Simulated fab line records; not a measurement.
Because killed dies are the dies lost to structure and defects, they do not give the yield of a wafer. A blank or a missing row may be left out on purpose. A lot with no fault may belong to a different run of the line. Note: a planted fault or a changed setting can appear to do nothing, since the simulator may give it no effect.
Chamber matching :: flow n5-finfet :: N5_BEOL_M0_SAQP_CUT_ETCH_46 on rie-diel-03: 4 sister chambers
The step etches SOC in N2/H2, target depth 135 nm, overetch 27 nm, time 202.5 s. 16 wafers are shown with their chamber, then 8 later ones without.

== WAFERS WITH THEIR CHAMBER ==
wafer: L079.1
chamber: 1
showerhead-plenum-p-Torr (Torr): 2.52
throttle-valve-pct (%): 18.09
drypump-motor-current-A (A): 5.45

wafer: L079.4
chamber: 3
showerhead-plenum-p-Torr (Torr): 2.63
throttle-valve-pct (%): 17.72
drypump-motor-current-A (A): 5.81

wafer: L079.5
chamber: 1
showerhead-plenum-p-Torr (Torr): 2.52
throttle-valve-pct (%): 18.09
drypump-motor-current-A (A): 5.45

wafer: L083.3
chamber: 0
showerhead-plenum-p-Torr (Torr): 2.42
throttle-valve-pct (%): 17.75
drypump-motor-current-A (A): 5.77

wafer: L083.5
chamber: 3
showerhead-plenum-p-Torr (Torr): 2.62
throttle-valve-pct (%): 17.73
drypump-motor-current-A (A): 5.84

wafer: L083.6
chamber: 0
showerhead-plenum-p-Torr (Torr): 2.42
throttle-valve-pct (%): 17.76
drypump-motor-current-A (A): 5.75

wafer: L084.2
chamber: 1
showerhead-plenum-p-Torr (Torr): 2.52
throttle-valve-pct (%): 18.10
drypump-motor-current-A (A): 5.53

wafer: L084.3
chamber: 0
showerhead-plenum-p-Torr (Torr): 2.42
throttle-valve-pct (%): 17.76
drypump-motor-current-A (A): 5.73

wafer: L084.6
chamber: 1
showerhead-plenum-p-Torr (Torr): 2.52
throttle-valve-pct (%): 18.11
drypump-motor-current-A (A): 5.51

wafer: L086.1
chamber: 2
showerhead-plenum-p-Torr (Torr): 2.58
throttle-valve-pct (%): 17.90
drypump-motor-current-A (A): 6.03

wafer: L086.2
chamber: 0
showerhead-plenum-p-Torr (Torr): 2.42
throttle-valve-pct (%): 17.76
drypump-motor-current-A (A): 5.73

wafer: L086.5
chamber: 2
showerhead-plenum-p-Torr (Torr): 2.58
throttle-valve-pct (%): 17.88
drypump-motor-current-A (A): 6.05

wafer: L089.2
chamber: 0
showerhead-plenum-p-Torr (Torr): 2.42
throttle-valve-pct (%): 17.79
drypump-motor-current-A (A): 5.70

wafer: L089.5
chamber: 2
showerhead-plenum-p-Torr (Torr): 2.58
throttle-valve-pct (%): 17.88
drypump-motor-current-A (A): 6.00

wafer: L089.6
chamber: 1
showerhead-plenum-p-Torr (Torr): 2.51
throttle-valve-pct (%): 18.11
drypump-motor-current-A (A): 5.47

wafer: L090.2
chamber: 0
showerhead-plenum-p-Torr (Torr): 2.42
throttle-valve-pct (%): 17.78
drypump-motor-current-A (A): 5.73

SIGNATURES (means of the wafers above)
reading: showerhead-plenum-p-Torr
chamber 0: 2.4200
chamber 1: 2.5180
chamber 2: 2.5800
chamber 3: 2.6250
scatter within a chamber: 0.00329

reading: throttle-valve-pct
chamber 0: 17.7667
chamber 1: 18.1000
chamber 2: 17.8867
chamber 3: 17.7250
scatter within a chamber: 0.0124

reading: drypump-motor-current-A
chamber 0: 5.7350
chamber 1: 5.4820
chamber 2: 6.0267
chamber 3: 5.8250
scatter within a chamber: 0.0285
Rule: for a wafer and a chamber, the distance is found by dividing, reading by reading, the gap between the wafer's reading and the chamber's mean by the reading's scatter, squaring, summing and taking the root. If the next closest chamber is less than 2 further off than the closest, the wafer can't be placed; otherwise it belongs to the closest. The scatter is the square root of a quotient: the sum, over the shown wafers, of each reading's squared deviation from its chamber's mean, divided by wafers minus chambers.

== WAFERS WHOSE CHAMBER IS MISSING ==
wafer: L090.5
showerhead-plenum-p-Torr (Torr): 2.51
throttle-valve-pct (%): 18.12
drypump-motor-current-A (A): 5.50

wafer: L090.6
showerhead-plenum-p-Torr (Torr): 2.58
throttle-valve-pct (%): 17.91
drypump-motor-current-A (A): 6.06

wafer: L093.3
showerhead-plenum-p-Torr (Torr): 2.42
throttle-valve-pct (%): 17.78
drypump-motor-current-A (A): 5.73

wafer: L093.5
showerhead-plenum-p-Torr (Torr): 2.42
throttle-valve-pct (%): 17.78
drypump-motor-current-A (A): 5.72

wafer: L093.6
showerhead-plenum-p-Torr (Torr): 2.62
throttle-valve-pct (%): 17.77
drypump-motor-current-A (A): 5.87

wafer: L097.1
showerhead-plenum-p-Torr (Torr): 2.57
throttle-valve-pct (%): 17.92
drypump-motor-current-A (A): 6.04

wafer: L097.2
showerhead-plenum-p-Torr (Torr): 2.61
throttle-valve-pct (%): 17.78
drypump-motor-current-A (A): 5.86

wafer: L097.6
showerhead-plenum-p-Torr (Torr): 2.57
throttle-valve-pct (%): 17.91
drypump-motor-current-A (A): 6.03

== WHICH CHAMBER EACH ONE RAN IN ==
wafer: L090.5
from the rows above: 1
in truth: 1

wafer: L090.6
from the rows above: 2
in truth: 2

wafer: L093.3
from the rows above: 0
in truth: 0

wafer: L093.5
from the rows above: 0
in truth: 0

wafer: L093.6
from the rows above: 3
in truth: 3

wafer: L097.1
from the rows above: 2
in truth: 2

wafer: L097.2
from the rows above: 3
in truth: 3

wafer: L097.6
from the rows above: 2
in truth: 2
Correctly placed: 8 of 8. Number that these rows cannot place: 0. Wrongly placed: 0.
